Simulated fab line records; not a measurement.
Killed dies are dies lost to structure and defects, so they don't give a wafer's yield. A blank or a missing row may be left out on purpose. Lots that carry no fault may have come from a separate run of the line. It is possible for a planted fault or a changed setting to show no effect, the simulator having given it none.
A lot that was struck, set against a sound lot || flow n5Finfet || 15 steps out of a route of 1938
Sound: these wafers, L308.1, L308.5. Struck: wafer L306.6 (L306.2, L306.5, from the same lot, were not struck and are left out); the cause is given at the end.
Per side, at each step with rows, come the tool, then ch with its chambers, and then its first start. Under that, the readings that differ: sound wafers || struck wafers || difference of the means || sigmas: that difference in standard deviations of wafers without a fault.
alike: a reading whose means differ by less than 2 such deviations, as well as words and numbers matching on both sides. not compared: withheld readings; readings where some wafer has no value; bounds like >300 that might hide an equal value; numbers whose values overlap and for which the record gives no deviation.
Wherever a step has rows on one side only, a row that says differs or no value, or a row with sigmas, the two part there. Numbers that have no deviation but don't overlap get no sigmas and don't part them. A reading missing from all wafers of one side parts the sides only when that side holds two or more wafers.

first, 8 steps without rows for these wafers: N5_BEOL_M9_COAT_59 (time 60 s, resist thk 100 nm); N5_BEOL_M9_COAT_60 (time 60 s, resist thk 30 nm); N5_BEOL_M9_COAT_05 (resist thk 90 nm); N5_BEOL_M9_EBR_07; N5_BEOL_M9_SOFTBAKE_06 (time 60 s); N5_BEOL_M9_EXPOSE_08 (exposes mask M9); N5_BEOL_M9_PEB_09 (peb time 60 s); N5_BEOL_M9_DEVELOP_10 (develop time 30 s).
N5_BEOL_M9_CD_MEAS_11: target cd 64.1 nm.
  sound on cdSem-03 ch 0, day 15 09:47; struck on cdSem-02 ch 0, day 15 00:38
  alike: cdNm
N5_BEOL_M9_OVL_MEAS_12:
  sound on overlay-01 ch 0, day 15 09:49; struck on overlay-02 ch 0, day 15 00:40
  alike: M9_OVL
N5_BEOL_M9_INSPECT_13: inspects for defects (brightfield).
  sound on defectInspect-01 at day 15 09:50; struck on defectInspect-02 at day 15 00:41
{"reading": "rawDefectCount", "sound": "488 371", "struck": 632, "difference": "+202", "sigmas": "+2"}
N5_BEOL_M9_DESCUM_16: chemistry O2, time 7.9 s.
  sound on rieDiel-02 ch 1, day 15 09:59; struck on rieDiel-05 ch 0, day 15 00:47
  alike: drypumpMotorCurrentA, oesProductAu, rfVppV, showerheadPlenumPTorr, throttleValvePct
  not compared: rfHoursCounterH
N5_BEOL_M9_ETCH_61: etches SiARC in CF4, target depth 39 nm, time 65 s.
  sound on rieDiel-02 ch 1, day 15 10:02; struck on rieDiel-05 ch 0, day 15 00:49
{"reading": "etchRfOnTimeS (s)", "sound": "68.3 68.2", "struck": 75.8, "difference": "+7.5", "sigmas": "+4"}
  alike: drypumpMotorCurrentA, oesProductAu, rfVppV, showerheadPlenumPTorr, throttleValvePct
  not compared: rfHoursCounterH
N5_BEOL_M9_ETCH_62: etches SOC in N2/H2, target depth 110 nm, overetch 22 nm, time 165 s.
  sound on rieDiel-02 ch 1, day 15 10:05; struck on rieDiel-05 ch 0, day 15 00:52
{"reading": "throttleValvePct (%)", "sound": "17.93 17.94", "struck": 17.32, "difference": -0.62, "sigmas": -2}
  alike: drypumpMotorCurrentA, oesProductAu, rfVppV, showerheadPlenumPTorr
  not compared: rfHoursCounterH
next, for these wafers, 1 step has no rows: N5_PASSIVATION_PROBE_49.

WHERE THEY PART
First at N5_BEOL_M9_INSPECT_13; last, within this record, at N5_BEOL_M9_ETCH_62.

WHY: whatever the simulator had introduced
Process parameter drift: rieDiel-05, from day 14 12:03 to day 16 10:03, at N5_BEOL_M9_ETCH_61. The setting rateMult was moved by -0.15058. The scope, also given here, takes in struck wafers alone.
